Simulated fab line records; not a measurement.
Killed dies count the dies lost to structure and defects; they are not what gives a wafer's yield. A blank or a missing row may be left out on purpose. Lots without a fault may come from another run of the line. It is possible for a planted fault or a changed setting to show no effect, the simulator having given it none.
fab line records | flow n5_finfet
record: lots: 12 wafers: 36 last_day: 17
route steps=1938 shown MOL_CONTACT_COAG@551 MIM_BOT_ETCH@1867 PAD_METAL@1895 PASSIVATION@1928
lots that met no fault: from a run of the same line without faults
start_h: hours from the record's opening day to when the first of the lot's shown wafers began | wait_h: hours since the lot's step before | " the same as in the row above | L1.1+2: one row covering several wafers at once | - no value present, or no start provided | * or withheld: withheld | < > ~ a bound
route shown NAME@n: a module of which the file shows steps, and the number in the route of the first | usual: mean/standard deviation taken from wafers without a fault | same: alike in all rows | chamber/n: place in a boat | sites: the reading at each site | _std_site: the values' standard deviation | _edge_site: the outer-site mean with the inner-site mean subtracted | radius_mm: how far each site lies from the wafer's centre | mask NAME#n: copy n | behind: the most recent tool/chamber to have shaped the wafer | hold: why the lot was held/for how many hours/how that ended | device: the transistor (n, p or np) that didn't switch | end of line: the route-end tests of the same wafers | a step with no rows: only its recipe | killed: at the first sort, the dies lost to defects and structure; wafer yield is something else | map: per-die view of a wafer (x killed, . not killed, _ where there is no die)
set.NAME: the run value of the setting; set.NAME@STEP: its run value at that earlier step | model.NAME: the simulator's own value behind a step, which no gauge read
route steps across a sampled set of lots; one table per step, one row per wafer
services: when a tool's chamber went out of use (start_h, in hours from the record's first day, below 0 if earlier), for how many hours, and the reason
== steps ==
step: N5_MOL_CONTACT_COAG_SPUTTER_130
recipe: material: Co target_thk_a: 475 temp_c: 25 chamber_pressure_pa: 0.5 power_w: 3000
usual: throttle_valve_pct: 30.1/0.42
columns lot.wafer tool chamber start_h wait_h throttle_valve_pct
L389.1 pvd_sputter-03 - 97.81 0.0 29.9
L389.4 " - " " 29.8
L389.5 " - " " 29.6
L388.1 pvd_sputter-03 - 97.97 0.0 29.7
L388.3 " - " " 29.7
L388.6 " - " " 29.8
L390.2 pvd_sputter-03 - 104.24 0.0 30.6
L390.3 " - " " 30.3
L390.6 " - " " 29.8
L391.3 pvd_sputter-01 - 117.51 0.0 29.9
L391.4 " - " " 29.7
L391.6 " - " " 29.5
L393.1 pvd_sputter-02 - 128.01 0.0 29.9
L393.5 " - " " 30.8
L393.6 " - " " 29.6
L394.1 pvd_sputter-03 - 131.47 0.0 29.5
L394.4 " - " " 29.9
L394.6 " - " " 30.6
L395.4 pvd_sputter-03 - 134.31 0.0 29.8
L395.5 " - " " 30.0
L395.6 " - " " 30.0
L399.2 pvd_sputter-03 - 166.40 0.0 30.2
L399.3 " - " " 30.0
L399.4 " - " " 29.7
L400.2 pvd_sputter-03 - 171.01 0.0 29.9
L400.3 " - " " 30.2
L400.5 " - " " 30.3
L406.1 pvd_sputter-02 - 206.32 0.0 30.4
L406.4 " - " " 30.3
L406.6 " - " " 30.5
L410.2 pvd_sputter-03 - 229.27 0.0 30.6
L410.4 " - " " 29.6
L410.5 " - " " 29.6
L411.1 pvd_sputter-01 - 232.54 0.0 30.1
L411.2 " - " " 30.0
L411.5 " - " " 30.2
step: N5_MIM_BOT_ETCH_ETCH_03
recipe: chemistry: Cl2/BCl3 target_depth_a: 120 pressure_mtorr: 8 icp_w: 800 bias_w: 100 Cl2_flow_sccm: 20 bcl3_flow_sccm: 80
usual: drypump_motor_current_A: 5.99/0.24 he_backside_leak_sccm: 3.41/0.22 oes_product_au: 0.79/0.11 throttle_valve_pct: 27.68/0.12
columns lot.wafer tool chamber start_h wait_h drypump_motor_current_A he_backside_leak_sccm oes_product_au rf_hours_counter_h throttle_valve_pct
L388.1 rie_metal-03 1 255.19 0.1 6.16 3.50 0.83 30 27.51
L388.3 " 1 " " 6.13 3.36 0.82 - 27.50
L388.6 " 1 " " 6.15 3.39 0.84 - 27.50
L389.1 rie_metal-03 0 256.21 0.1 5.78 3.52 0.97 2 27.76
L389.4 " 0 " " 5.81 3.55 0.98 - 27.76
L389.5 " 1 " " 6.10 3.20 0.83 - 27.51
L390.2 rie_metal-01 0 259.57 0.1 6.45 3.46 0.75 46 27.68
L390.3 " 0 " " 6.41 3.48 0.75 - 27.65
L390.6 " 1 " " 5.71 3.26 0.63 - 27.61
L391.3 rie_metal-01 0 278.00 0.1 6.40 3.46 0.75 - 27.66
L391.4 " 1 " " 5.69 3.55 0.63 - 27.62
L391.6 " 1 " " 5.72 3.65 0.62 - 27.61
L393.1 rie_metal-01 0 292.48 0.1 6.38 3.69 0.74 49 27.67
L393.5 " 1 " " 5.71 3.24 0.62 - 27.59
L393.6 " 0 " " 6.41 3.29 0.74 - 27.66
L394.1 rie_metal-03 1 297.40 0.1 6.15 3.36 0.81 34 27.51
L394.4 " 1 " " 6.13 3.32 0.82 - 27.51
L394.6 " 0 " " 5.79 3.52 0.95 - 27.77
L395.4 rie_metal-03 0 308.92 0.1 5.78 3.54 0.94 - 27.76
L395.5 " 0 " " 5.76 3.50 0.95 - 27.78
L395.6 " 1 " " 6.06 3.42 0.81 - 27.53
L400.2 rie_metal-01 1 324.58 0.1 5.72 3.49 0.62 110 27.65
L400.3 " 1 " " 5.72 3.34 0.61 - 27.64
L400.5 " 1 " " 5.71 3.49 0.61 - 27.64
L399.2 rie_metal-03 1 327.76 0.1 6.13 3.35 0.80 37 27.52
L399.3 " 1 " " 6.15 3.53 0.81 - 27.53
L399.4 " 0 " " 5.78 3.56 0.93 - 27.77
L406.1 rie_metal-02 0 358.68 0.1 6.11 3.17 0.89 12 27.87
L406.4 " 1 " " 5.83 3.52 0.69 - 27.66
L406.6 " 1 " " 5.83 3.51 0.69 - 27.67
L410.2 rie_metal-01 0 393.33 0.1 6.35 3.53 0.72 59 27.69
L410.4 " 0 " " 6.34 3.54 0.71 - 27.69
L410.5 " 1 " " 5.72 3.24 0.96 - 27.36
L411.1 rie_metal-03 0 393.49 0.1 5.76 3.36 0.90 13 27.79
L411.2 " 1 " " 6.08 3.53 0.80 42 27.54
L411.5 " 1 " " 6.13 3.38 0.78 - 27.53
step: N5_PASSIVATION_SPUTTER_20
recipe: material: TaN target_thk_a: 500 temp_c: 25 chamber_pressure_pa: 0.4
usual: throttle_valve_pct: 30.0/0.44
columns lot.wafer tool chamber start_h wait_h throttle_valve_pct
L388.1 pvd_sputter-02 - 257.57 0.0 30.0
L388.3 " - " " 30.6
L388.6 " - " " 29.5
L389.1 pvd_sputter-01 - 259.99 0.0 31.1
L389.4 " - " " 29.7
L389.5 " - " " 30.8
L390.2 pvd_sputter-02 - 262.17 0.0 29.5
L390.3 " - " " 29.8
L390.6 " - " " 30.1
L391.3 pvd_sputter-02 - 280.97 0.0 29.6
L391.4 " - " " 30.0
L391.6 " - " " 30.5
L393.1 pvd_sputter-01 - 295.28 0.0 29.9
L393.5 " - " " 29.7
L393.6 " - " " 29.6
L394.1 pvd_sputter-01 - 300.60 0.0 29.8
L394.4 " - " " 29.7
L394.6 " - " " 29.4
L395.4 pvd_sputter-01 - 312.24 0.0 29.6
L395.5 " - " " 29.7
L395.6 " - " " 29.7
L400.2 pvd_sputter-03 - 327.03 0.0 29.8
L400.3 " - " " 30.6
L400.5 " - " " 30.7
L399.2 pvd_sputter-01 - 330.07 0.0 30.8
L399.3 " - " " 29.8
L399.4 " - " " 29.6
L406.1 pvd_sputter-01 - 362.97 0.0 30.1
L406.4 " - " " 31.1
L406.6 " - " " 29.6
L410.2 pvd_sputter-03 - 396.36 0.0 29.7
L410.4 " - " " 30.1
L410.5 " - " " 30.4
L411.1 pvd_sputter-02 - 397.27 0.0 30.8
L411.2 " - " " 30.1
L411.5 " - " " 29.6
step: N5_PASSIVATION_DESCUM_46
recipe: chemistry: O2 time_s: 7.9 source_power_w: 50 bias_power_w: 20 pressure_mtorr: 20 rf_frequency_hz: 2.712e+07 temp_c: 40 o2_flow_sccm: 225
usual: drypump_motor_current_A: 5.6/0.55 oes_product_au: 0.82/0.075 rf_vpp_V: 243.1/1.3 showerhead_plenum_p_Torr: 2.09/0.057 throttle_valve_pct: 20.34/0.18
same: time_s: 7.9
columns lot.wafer tool chamber start_h wait_h drypump_motor_current_A oes_product_au rf_hours_counter_h rf_vpp_V showerhead_plenum_p_Torr throttle_valve_pct
L388.1 rie_diel-04 3 259.97 0.0 5.5 0.76 143 244.1 2.10 20.47
L388.3 " 2 " " 5.2 0.86 74 244.0 2.11 20.10
L388.6 " 3 " " 5.5 0.77 - 244.5 2.10 20.45
L389.1 rie_diel-02 2 262.97 0.5 4.9 0.78 126 243.6 2.10 20.62
L389.4 " 1 " " 6.7 0.89 45 243.3 2.05 20.29
L389.5 " 3 " " 5.9 0.86 - 244.6 2.21 20.19
L390.2 rie_diel-06 0 264.87 0.0 5.8 0.69 241 243.1 2.05 20.36
L390.3 " 2 " " 6.0 0.81 79 243.2 2.03 20.44
L390.6 " 1 " " 5.3 0.85 - 244.6 2.13 20.47
L391.3 rie_diel-04 2 283.38 0.0 5.1 0.84 82 241.2 2.10 20.14
L391.4 " 0 " " 6.2 0.79 95 243.2 2.11 19.99
L391.6 " 3 " " 5.5 0.75 - 244.2 2.09 20.48
L393.1 rie_diel-06 2 298.00 0.0 6.1 0.79 91 241.3 2.03 20.44
L393.5 " 2 " " 6.1 0.80 - 241.0 2.03 20.45
L393.6 " 1 " " 5.3 0.83 - 244.0 2.13 20.48
L394.1 rie_diel-06 2 303.09 0.1 6.0 0.78 93 241.6 2.03 20.45
L394.4 " 3 " " 5.0 0.96 - 241.9 2.05 20.23
L394.6 " 1 " " 5.3 0.82 - 243.1 2.13 20.49
L395.4 rie_diel-06 2 314.87 0.0 6.1 0.78 98 243.1 2.03 20.45
L395.5 " 3 " " 5.0 0.95 - 242.1 2.05 20.25
L395.6 " 2 " " 6.1 0.78 - 242.7 2.03 20.44
L400.2 rie_diel-02 2 329.47 0.0 5.0 0.75 148 243.0 2.09 20.64
L400.3 " 0 " " 5.0 0.86 44 246.5 2.22 20.32
L400.5 " 2 " " 4.9 0.76 - 244.4 2.09 20.64
L399.2 rie_diel-02 0 333.61 0.8 5.0 0.86 45 245.3 2.22 20.33
L399.3 " 2 " " 4.9 0.76 150 243.0 2.09 20.66
L399.4 " 3 " " 5.9 0.83 87 245.3 2.20 20.22
L406.1 rie_diel-04 0 366.06 0.4 6.2 0.76 131 245.7 2.10 20.03
L406.4 " 2 " " 5.1 0.81 112 242.5 2.09 20.19
L406.6 " 3 " " 5.5 0.73 - 242.3 2.08 20.52
L410.2 rie_diel-06 2 399.00 0.0 6.1 0.75 130 242.6 2.02 20.48
L410.4 " 0 " " 5.8 0.91 31 242.7 2.04 20.13
L410.5 " 3 " " 5.0 0.89 - 240.4 2.04 20.30
L411.1 rie_diel-06 1 399.90 0.1 5.3 0.80 92 243.2 2.11 20.53
L411.2 " 3 " " 5.0 0.89 53 242.7 2.04 20.30
L411.5 " 0 " " 5.8 0.91 - 241.7 2.04 20.11
step: N5_PASSIVATION_PROBE_49
usual: killed_at_M0_to_M3: 33/8.9 killed_at_M4_up: 15/5.4 killed_at_contacts: 13/5.8 killed_at_front_end: 39/9.9 killed_at_other: 3.2/2.9 killed_dies: 102/15 killed_open: 68/12 killed_short: 34/7.6
same: gross_dies: 1180 killed_at_back_side: 0
columns lot.wafer tool chamber start_h wait_h killed_at_M0_to_M3 killed_at_M4_up killed_at_contacts killed_at_front_end killed_at_other killed_dies killed_open killed_short
L391.3 prober-02 - 286.52 0.1 40 16 7 20 10 93 67 26
L391.4 prober-02 - 286.57 0.2 44 18 13 29 6 110 70 38
L391.6 prober-02 - 286.67 0.3 29 12 4 26 7 78 50 27
L394.1 prober-02 - 306.13 0.0 34 11 6 32 3 86 49 37
L394.4 prober-02 - 306.28 0.2 22 16 9 39 5 91 61 29
L394.6 prober-02 - 306.38 0.3 17 17 19 37 1 91 65 24
L395.4 prober-01 - 318.07 0.2 39 8 12 38 5 102 55 47
L395.6 prober-01 - 318.17 0.3 24 12 16 46 3 101 69 32
L400.2 prober-01 - 332.60 0.1 57 10 131 30 1 229 73 48
L400.3 prober-01 - 332.65 0.1 41 9 8 47 0 105 76 29
L400.5 prober-01 - 332.75 0.2 33 9 11 35 7 95 63 32
L399.2 prober-01 - 336.70 0.1 18 19 7 36 8 88 60 27
L399.3 prober-01 - 336.75 0.1 27 8 123 30 9 197 55 33
L399.4 prober-01 - 336.80 0.2 25 25 121 54 6 231 79 36
L406.1 prober-01 - 369.10 0.0 34 10 10 32 9 95 54 40
L406.4 prober-01 - 369.25 0.2 29 9 17 40 1 96 59 36
L406.6 prober-01 - 369.35 0.3 50 9 17 21 0 97 66 29
L411.1 prober-02 - 403.86 0.0 25 10 12 45 0 92 62 30
L411.2 prober-02 - 403.91 0.1 28 3 13 29 2 75 50 25
L411.5 prober-02 - 404.06 0.2 34 12 10 49 1 106 68 38
killed by level:class
L391.3 BEOL_M0_SAQP:geometric_particle:open=13 FIN_SAQP:geometric_particle:open=9 BEOL_M0_SAQP:geometric_particle:short=8 BEOL_M2:geometric_particle:open=7 MOL_CONTACT_COAG:geometric_particle:open=6 BEOL_M4:geometric_particle:open=6 PAD_METAL:geometric_particle:open=6 BEOL_M2:geometric_particle:short=4
L391.4 MOL_CONTACT_COAG:geometric_particle:open=11 BEOL_M2:geometric_particle:short=8 BEOL_M0_SAQP:geometric_particle:open=7 BEOL_M2:geometric_particle:open=7 DUMMY_GATE:geometric_particle:open=6 BEOL_M0_SAQP:geometric_particle:short=6 STARTING-WAFER:geometric_particle:open=6 GATE_CUT:geometric_particle:short=5
L391.6 BEOL_M0_SAQP:geometric_particle:short=6 BEOL_M2:geometric_particle:open=6 DUMMY_GATE:geometric_particle:open=5 GATE_CUT:geometric_particle:short=5 BEOL_M0_SAQP:geometric_particle:open=5 BEOL_M3:geometric_particle:open=5 FIN_SAQP:geometric_particle:open=4 MOL_CONTACT_COAG:geometric_particle:open=4
L394.1 BEOL_M3:geometric_particle:open=8 FIN_SAQP:geometric_particle:short=6 STI_FIN_REVEAL:geometric_particle:open=6 BEOL_M0_SAQP:geometric_particle:open=6 BEOL_M1:geometric_particle:short=5 STARTING-WAFER:geometric_particle:short=5 GATE_CUT:geometric_particle:short=4 BEOL_M1:geometric_particle:open=4
L394.4 STI_FIN_REVEAL:geometric_particle:open=15 BEOL_M4:geometric_particle:open=9 FIN_SAQP:geometric_particle:short=8 MOL_CONTACT_COAG:geometric_particle:open=6 DUMMY_GATE:geometric_particle:open=4 BEOL_M1:geometric_particle:open=4 BEOL_M2:geometric_particle:open=4 MOL_CONTACT_COAG:geometric_particle:short=3
L394.6 MOL_CONTACT_COAG:geometric_particle:open=16 STI_FIN_REVEAL:geometric_particle:open=9 BEOL_M4:geometric_particle:open=7 FIN_SAQP:geometric_particle:open=6 BEOL_M3:geometric_particle:open=5 BEOL_M8:geometric_particle:open=4 FIN_SAQP:geometric_particle:short=3 STI_FIN_REVEAL:geometric_particle:short=3
L395.4 BEOL_M0_SAQP:geometric_particle:short=13 FIN_SAQP:geometric_particle:short=9 BEOL_M0_SAQP:geometric_particle:open=9 FIN_SAQP:geometric_particle:open=8 MOL_CONTACT_COAG:geometric_particle:short=6 MOL_CONTACT_COAG:geometric_particle:open=6 STI_FIN_REVEAL:geometric_particle:open=4 DUMMY_GATE:geometric_particle:open=4
L395.6 MOL_CONTACT_COAG:geometric_particle:open=13 FIN_SAQP:geometric_particle:short=12 FIN_SAQP:geometric_particle:open=11 BEOL_M0_SAQP:geometric_particle:open=8 STI_FIN_REVEAL:geometric_particle:open=7 BEOL_M2:geometric_particle:open=6 BEOL_M4:geometric_particle:open=4 STARTING-WAFER:geometric_particle:open=3
L400.2 MOL_CONTACT_COAG:unspecified=108 MOL_CONTACT_COAG:geometric_particle:open=17 BEOL_M0_SAQP:geometric_particle:open=16 BEOL_M0_SAQP:geometric_particle:short=13 BEOL_M2:geometric_particle:open=8 DUMMY_GATE:geometric_particle:open=7 BEOL_M3:geometric_particle:open=7 MOL_CONTACT_COAG:geometric_particle:short=6
L400.3 STI_FIN_REVEAL:geometric_particle:open=16 BEOL_M3:geometric_particle:open=13 BEOL_M0_SAQP:geometric_particle:short=8 BEOL_M2:geometric_particle:open=8 DUMMY_GATE:geometric_particle:open=7 BEOL_M0_SAQP:geometric_particle:open=7 FIN_SAQP:geometric_particle:open=6 MOL_CONTACT_COAG:geometric_particle:open=6
L400.5 FIN_SAQP:geometric_particle:open=10 FIN_SAQP:geometric_particle:short=9 MOL_CONTACT_COAG:geometric_particle:open=9 BEOL_M1:geometric_particle:open=8 DUMMY_GATE:geometric_particle:open=5 BEOL_M0_SAQP:geometric_particle:open=5 BEOL_M0_SAQP:geometric_particle:short=5 STI_FIN_REVEAL:geometric_particle:open=4
L399.2 FIN_SAQP:geometric_particle:open=15 FIN_SAQP:geometric_particle:short=11 BEOL_M4:geometric_particle:open=10 MOL_CONTACT_COAG:geometric_particle:open=7 DUMMY_GATE:geometric_particle:open=5 BEOL_M2:geometric_particle:open=5 BEOL_M3:geometric_particle:open=4 PAD_METAL:geometric_particle:short=4
L399.3 MOL_CONTACT_COAG:unspecified=109 FIN_SAQP:geometric_particle:short=11 MOL_CONTACT_COAG:geometric_particle:open=11 BEOL_M3:geometric_particle:open=8 PAD_METAL:geometric_particle:short=6 BEOL_M0_SAQP:geometric_particle:open=5 BEOL_M1:geometric_particle:open=5 FIN_SAQP:geometric_particle:open=4
L399.4 MOL_CONTACT_COAG:unspecified=113 FIN_SAQP:geometric_particle:open=16 BEOL_M4:geometric_particle:open=16 FIN_SAQP:geometric_particle:short=14 BEOL_M3:geometric_particle:open=11 STI_FIN_REVEAL:geometric_particle:open=10 MOL_CONTACT_COAG:geometric_particle:open=5 BEOL_M3:geometric_particle:short=5
L406.1 BEOL_M3:geometric_particle:open=13 MOL_CONTACT_COAG:geometric_particle:open=9 FIN_SAQP:geometric_particle:short=7 BEOL_M0_SAQP:geometric_particle:short=5 DUMMY_GATE:geometric_particle:open=4 BEOL_M0_SAQP:geometric_particle:open=4 MIM_TOP_ETCH:geometric_particle:short=4 FIN_SAQP:geometric_particle:open=3
L406.4 FIN_SAQP:geometric_particle:open=13 MOL_CONTACT_COAG:geometric_particle:open=10 FIN_SAQP:geometric_particle:short=7 MOL_CONTACT_COAG:geometric_particle:short=7 BEOL_M0_SAQP:geometric_particle:short=7 BEOL_M2:geometric_particle:open=7 ILD0:geometric_particle:open=5 STI_FIN_REVEAL:geometric_particle:open=4
L406.6 BEOL_M0_SAQP:geometric_particle:open=15 BEOL_M3:geometric_particle:open=13 MOL_CONTACT_COAG:geometric_particle:open=13 BEOL_M0_SAQP:geometric_particle:short=7 FIN_SAQP:geometric_particle:open=5 BEOL_M3:geometric_particle:short=5 MOL_CONTACT_COAG:geometric_particle:short=4 FIN_SAQP:geometric_particle:short=3
L411.1 STI_FIN_REVEAL:geometric_particle:open=11 MOL_CONTACT_COAG:geometric_particle:open=11 FIN_SAQP:geometric_particle:short=8 BEOL_M4:geometric_particle:open=8 BEOL_M0_SAQP:geometric_particle:short=7 STARTING-WAFER:geometric_particle:short=7 DUMMY_GATE:geometric_particle:open=5 BEOL_M1:geometric_particle:open=5
L411.2 MOL_CONTACT_COAG:geometric_particle:open=10 BEOL_M0_SAQP:geometric_particle:open=9 BEOL_M1:geometric_particle:open=8 STI_FIN_REVEAL:geometric_particle:open=6 GATE_CUT:geometric_particle:short=6 GATE_CUT:geometric_particle:open=3 MOL_CONTACT_COAG:geometric_particle:short=3 BEOL_M2:geometric_particle:short=3
L411.5 BEOL_M1:geometric_particle:open=13 FIN_SAQP:geometric_particle:short=12 MOL_CONTACT_COAG:geometric_particle:open=10 STI_FIN_REVEAL:geometric_particle:open=8 BEOL_M4:geometric_particle:open=8 GATE_CUT:geometric_particle:short=7 FIN_SAQP:geometric_particle:open=6 GATE_CUT:geometric_particle:open=5
== services ==
columns tool chamber start_h hours kind
pvd_sputter-03 - 80.42 8.4 repair
rie_diel-06 1 107.30 - clean
rie_diel-06 1 107.30 - consumable_replace:focus_ring
rie_diel-04 1 107.47 3.4 repair
rie_metal-02 0 110.07 1.7 repair
pvd_sputter-03 - 118.23 5.8 repair
rie_metal-02 1 143.60 13.3 repair
rie_diel-06 - 153.59 1.2 repair
pvd_sputter-01 - 164.86 1.5 repair
rie_diel-06 1 175.24 16.7 repair
rie_metal-02 1 182.26 13.6 repair
pvd_sputter-02 - 187.05 3.7 repair
rie_diel-02 3 196.56 2.4 repair
rie_metal-03 0 201.58 16.2 repair
rie_diel-02 - 217.41 0.9 repair
rie_diel-02 - 221.67 28.1 pm
rie_diel-04 1 283.96 9.8 repair
rie_metal-02 - 290.93 2.8 pm
rie_diel-04 2 306.92 9.3 repair
pvd_sputter-03 - 338.38 2.8 repair
rie_diel-02 0 360.62 1.7 repair
rie_diel-04 - 370.58 2.8 pm
rie_diel-02 3 381.32 10.0 repair
rie_diel-04 3 392.98 7.8 repair
== key ==
first_sign: step: N5_PASSIVATION_PROBE_49 reading: killed_at_contacts direction: up sigmas: 19 usual: 13 struck: 125
effect: step: N5_PASSIVATION_PROBE_49 reading: killed_dies direction: up sigmas: 7.7 usual: 102 struck: 219
more_kills_born_at: N5_MOL_CONTACT_COAG_SPUTTER_130@pvd_sputter-03: 330
met_at N5_MOL_CONTACT_COAG_SPUTTER_130
struck_lots L399,L400
struck_wafers L399.3,L399.4,L400.2
tester_left_out L399,L400
not_acting_at N5_MIM_BOT_ETCH_ETCH_03,N5_PASSIVATION_SPUTTER_20,N5_PASSIVATION_DESCUM_46
onset_between 134.31 166.40
fault: kind: chamber_particle_source tool: pvd_sputter-03 chamber: - onset_h: 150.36 steps: N5_MOL_CONTACT_COAG_SPUTTER_130 rate_per_visit_cm2: 0.51459 end_h: 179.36 scope: struck_wafers_only
tester_left_out: of these lots the tester's yield and bins aren't shown, on N5 and GAA mostly nor the transistor test; their killed dies are dies lost to structure and defects alone, not to doping, threshold or leakage, so they don't give the yield
